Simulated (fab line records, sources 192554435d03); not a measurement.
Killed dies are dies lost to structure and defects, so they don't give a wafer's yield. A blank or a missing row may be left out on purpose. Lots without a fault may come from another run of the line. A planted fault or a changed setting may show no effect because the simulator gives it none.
Split-lot experiment | flow n5_finfet | 7 lots, 21 wafers read, on a route of 1938 steps

THE SPLIT
At N5_BEOL_M6_TRENCH_ETCH_37 (etches SiCOH lowk in C4F6/O2, target depth 94.435 nm, time 31.5 s), the setting time_s was moved away from the recipe's 31.5 s on 6 of the 21 wafers read, by +8.3% to +15.7%. The other wafers ran this setting at the recipe's value.

FROM THE SPLIT TO THE READING: what the file shows between them, 11 steps
- N5_BEOL_M6_ETCH_41: etches SiCN in CH3F/O2, target depth 29.7 nm, time 52 s
- N5_BEOL_M6_STRIP_80: strips in N2/H2, time 10 s
- N5_BEOL_M6_OCD_MEAS_38
- N5_BEOL_M6_HM_STRIP_39: strips TiN in peroxide tin strip, target depth 25 nm, time 158 s
- N5_BEOL_M6_SRD_40: time 30 s
- N5_BEOL_M6_ECD_50: material Cu, target thk 300 nm
- N5_BEOL_M6_ANNEAL_51: time 90 s
- N5_BEOL_M6_CMP_52: polishes, stops on SiCOH lowk, t overpolish 6.9 s, target thk 80 nm
- N5_BEOL_M6_THK_MEAS_53: measures by xrf
- N5_BEOL_M6_PRE_CLEAN_55: time 15 s
- N5_BEOL_M6_DEP_56: deposits SiCN from 3MS/NH3, target thk 10 nm, time 17.5 s

THE READING
M6_RS, in ohm/sq, at N5_BEOL_M6_RS_MEAS_57 (measures by four-point-probe). Fault-free wafers of this fab line usually give 0.285 ohm/sq, standard deviation 0.011 ohm/sq.

wafer  | tool, chamber at the split | time_s as run, s | against the recipe | M6_RS, ohm/sq | against lot-mates on the recipe
L077.1 | rie_diel-06, 2             | 31.5             | recipe             | 0.290         | -
L077.2 | rie_diel-06, 1             | 31.5             | recipe             | 0.285         | -
L077.3 | rie_diel-06, 3             | 31.5             | recipe             | 0.277         | -
L078.3 | rie_diel-06, 1             | 31.5             | recipe             | 0.280         | -
L078.4 | rie_diel-06, 2             | 34.47            | +9.4%              | 0.254         | -0.020
L078.5 | rie_diel-06, 3             | 31.5             | recipe             | 0.267         | -
L079.2 | rie_diel-04, 1             | 35.35            | +12.2%             | 0.255         | -0.038
L079.4 | rie_diel-04, 2             | 31.5             | recipe             | 0.287         | -
L079.5 | rie_diel-04, 1             | 31.5             | recipe             | 0.299         | -
L080.3 | rie_diel-06, 2             | 36.44            | +15.7%             | 0.247         | -0.052
L080.4 | rie_diel-06, 1             | 36.44            | +15.7%             | 0.229         | -0.070
L080.5 | rie_diel-06, 2             | 31.5             | recipe             | 0.299         | -
L091.4 | rie_diel-06, 0             | 31.5             | recipe             | 0.282         | -
L091.5 | rie_diel-06, 0             | 34.12            | +8.3%              | 0.262         | -0.020
L091.6 | rie_diel-06, 3             | 34.12            | +8.3%              | 0.254         | -0.028
L094.2 | rie_diel-04, 0             | 31.5             | recipe             | 0.295         | -
L094.3 | rie_diel-04, 3             | 31.5             | recipe             | 0.275         | -
L094.4 | rie_diel-04, 3             | 31.5             | recipe             | 0.284         | -
L095.2 | rie_diel-05, 3             | 31.5             | recipe             | 0.292         | -
L095.3 | rie_diel-05, 2             | 31.5             | recipe             | 0.299         | -
L095.5 | rie_diel-05, 1             | 31.5             | recipe             | 0.300         | -

THE FIT
A straight line over all 21 wafers: M6_RS changes by -0.00315 ohm/sq for each +1% of time_s; r = -0.89; the points scatter about the line by 0.0094 ohm/sq.
The same after taking each lot's own level away (the mean of its wafers on the recipe; 21 wafers): -0.00346 ohm/sq for each +1%; r = -0.94; scatter 0.0072 ohm/sq.
On that fit, the largest move of time_s shifts the reading by 0.054 ohm/sq.
The lots' own levels span 0.2735 to 0.2990 ohm/sq, that is 2.3 times the standard deviation above.
So the lot-to-lot level changes the slope little: the two slopes agree.
Check: with one of the wafers moved furthest among these (+15.7%) left out of the fit, the line predicts -0.0543 ohm/sq for it against its lot-mates. It came out at -0.052 ohm/sq against them.

OTHER SPLITS ON THESE WAFERS
These wafers also went through other splits before the reading. Each is held against what the fit with the lots' levels taken away leaves over:
other split on the same wafers | wafers away from the commonest value | r with M6_RS (lot level and that fit taken away)
N5_BEOL_M5_ETCH_72 bias_w      | 9                                    | -0.15
N5_BEOL_M5_COAT_74 spin_rpm    | 6                                    | +0.07
N5_BEOL_M6_ILD_DEP_00 time_s   | 11                                   | +0.40
N5_BEOL_M6_COAT_60 spin_rpm    | 10                                   | -0.06

THE WHOLE CHAIN: every reading that the file lists as answering this split, in the file's order
step                      | what it does                                                        | reading                                                                      | change (the file's fit)               | r (the file's)
N5_BEOL_M6_TRENCH_ETCH_37 | etches SiCOH lowk in C4F6/O2, target depth 94.435 nm, time 31.5 s   | BEOL_M6.feature_depth_nm (the simulator's own value, which no gauge read)    | +0.9 nm for each +1% of the setting   | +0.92
N5_BEOL_M6_TRENCH_ETCH_37 | etches SiCOH lowk in C4F6/O2, target depth 94.435 nm, time 31.5 s   | etch.depth_nm (the simulator's own value, which no gauge read)               | +0.899 nm for each +1% of the setting | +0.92
N5_BEOL_M6_OCD_MEAS_38    |                                                                     | trench_depth_nm                                                              | +0.909 nm for each +1% of the setting | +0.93
N5_BEOL_M6_CMP_52         | polishes, stops on SiCOH lowk, t overpolish 6.9 s, target thk 80 nm | Cu_of_BEOL_M6_ECD_50.thk_nm (the simulator's own value, which no gauge read) | +0.878 nm for each +1% of the setting | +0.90
N5_BEOL_M6_THK_MEAS_53    | measures by xrf                                                     | M6_THK                                                                       | +0.877 for each +1% of the setting    | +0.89
N5_BEOL_M6_RS_MEAS_57     | measures by four-point-probe                                        | M6_RS                                                                        | -0.00324 for each +1% of the setting  | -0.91

THE FILE'S OWN FIT
M6_RS changes by -0.00324 ohm/sq for each +1% of time_s, r = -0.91.
